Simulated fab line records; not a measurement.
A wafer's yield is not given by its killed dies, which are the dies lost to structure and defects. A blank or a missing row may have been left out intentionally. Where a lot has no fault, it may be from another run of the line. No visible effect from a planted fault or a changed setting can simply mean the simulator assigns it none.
Split-lot experiment -- flow n5Finfet -- 21 wafers read across 7 lots, on a route 1938 steps long

## SPLIT DETAILS
At N5_BEOL_M9_HM_DEP_02 (deposits TiN, target thk 20 nm), the setting targetThkA was moved away from the recipe's 200 angstrom on 8 of the 21 wafers read, by -12.0% to -5.3%. For the rest of the wafers, this setting stayed at what the recipe calls for.

## FROM THE SPLIT TO THE READING: what the file shows between them, 4 steps
- N5_BEOL_M9_COAT_59: time 60 s, resist thk 100 nm
- N5_BEOL_M9_COAT_60: time 60 s, resist thk 30 nm
- N5_BEOL_M9_STRIP_68: strips in N2/H2
- N5_BEOL_M9_STRIP_67: strips in CF4

## THE READING
etch.depthNm (the simulator's own value, which no gauge read), in nm, at N5_BEOL_M9_HM_OPEN_17 (chemistry Cl2/BCl3, target TiN, target depth 20 nm, overetch 6 nm). The file does not state a usual value for it. The 13 wafers here that ran the recipe average 20.20 nm, standard deviation 0.18 nm.

wafer,"tool, chamber at the split","targetThkA as run, angstrom",against the recipe,"etch.depthNm, nm",against lot-mates on the recipe
L076.1,"pvdSputter-01, -",200,recipe,20.24,-
L076.2,"pvdSputter-01, -",200,recipe,20.02,-
L076.4,"pvdSputter-01, -",200,recipe,19.92,-
L079.2,"pvdSputter-03, -",200,recipe,20.12,-
L079.5,"pvdSputter-03, -",181.4,-9.3%,18.31,-1.81
L079.6,"pvdSputter-03, -",181.4,-9.3%,17.99,-2.13
L080.1,"pvdSputter-03, -",200,recipe,19.95,-
L080.4,"pvdSputter-03, -",200,recipe,20.2,-
L080.6,"pvdSputter-03, -",200,recipe,20.23,-
L092.4,"pvdSputter-01, -",189.3,-5.3%,18.95,-1.49
L092.5,"pvdSputter-01, -",200,recipe,20.44,-
L092.6,"pvdSputter-01, -",189.3,-5.3%,18.88,-1.56
L093.2,"pvdSputter-01, -",175.9,-12.0%,17.85,-2.46
L093.3,"pvdSputter-01, -",175.9,-12.0%,17.9,-2.41
L093.4,"pvdSputter-01, -",200,recipe,20.31,-
L094.4,"pvdSputter-02, -",200,recipe,20.45,-
L094.5,"pvdSputter-02, -",200,recipe,20.15,-
L094.6,"pvdSputter-02, -",200,recipe,20.48,-
L096.1,"pvdSputter-01, -",183.2,-8.4%,18.56,-1.47
L096.2,"pvdSputter-01, -",183.2,-8.4%,18.5,-1.53
L096.4,"pvdSputter-01, -",200,recipe,20.03,-

THE FIT
A straight line over all 21 wafers: etch.depthNm changes by +0.203 nm for each +1% of targetThkA; r = +0.98; the points scatter about the line by 0.18 nm.
The same after taking each lot's own level away (the mean of its wafers on the recipe; 21 wafers): +0.204 nm for each +1%; r = +0.98; scatter 0.19 nm.
According to that fit, moving targetThkA by its largest amount changes the reading by 2.5 nm.
From 20.030 to 20.440 nm: that is the span of the lots' own levels, equal to 2.3 times the standard deviation above.
So the lot-to-lot level changes the slope little: the two slopes agree.
Check: -2.49 nm against its lot-mates is what the line predicts for one of the wafers moved furthest among these (-12.0%) when that wafer is left out of the fit. Against them it came out at -2.46 nm.

## THE WHOLE CHAIN: every reading that the file lists as answering this split, in the file's order
step,what it does,reading,change (the file's fit),r (the file's)
N5_BEOL_M9_HM_DEP_02,"deposits TiN, target thk 20 nm","TiN_of_BEOL_M9_HM_DEP_02.thkNm (the simulator's own value, which no gauge read)",+0.207 nm for each +1% of the setting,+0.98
N5_BEOL_M9_HM_OPEN_17,"chemistry Cl2/BCl3, target TiN, target depth 20 nm, overetch 6 nm","etch.depthNm (the simulator's own value, which no gauge read)",+0.207 nm for each +1% of the setting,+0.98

## FILE'S OWN FIT
etch.depthNm changes by +0.207 nm for each +1% of targetThkA, r = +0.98.
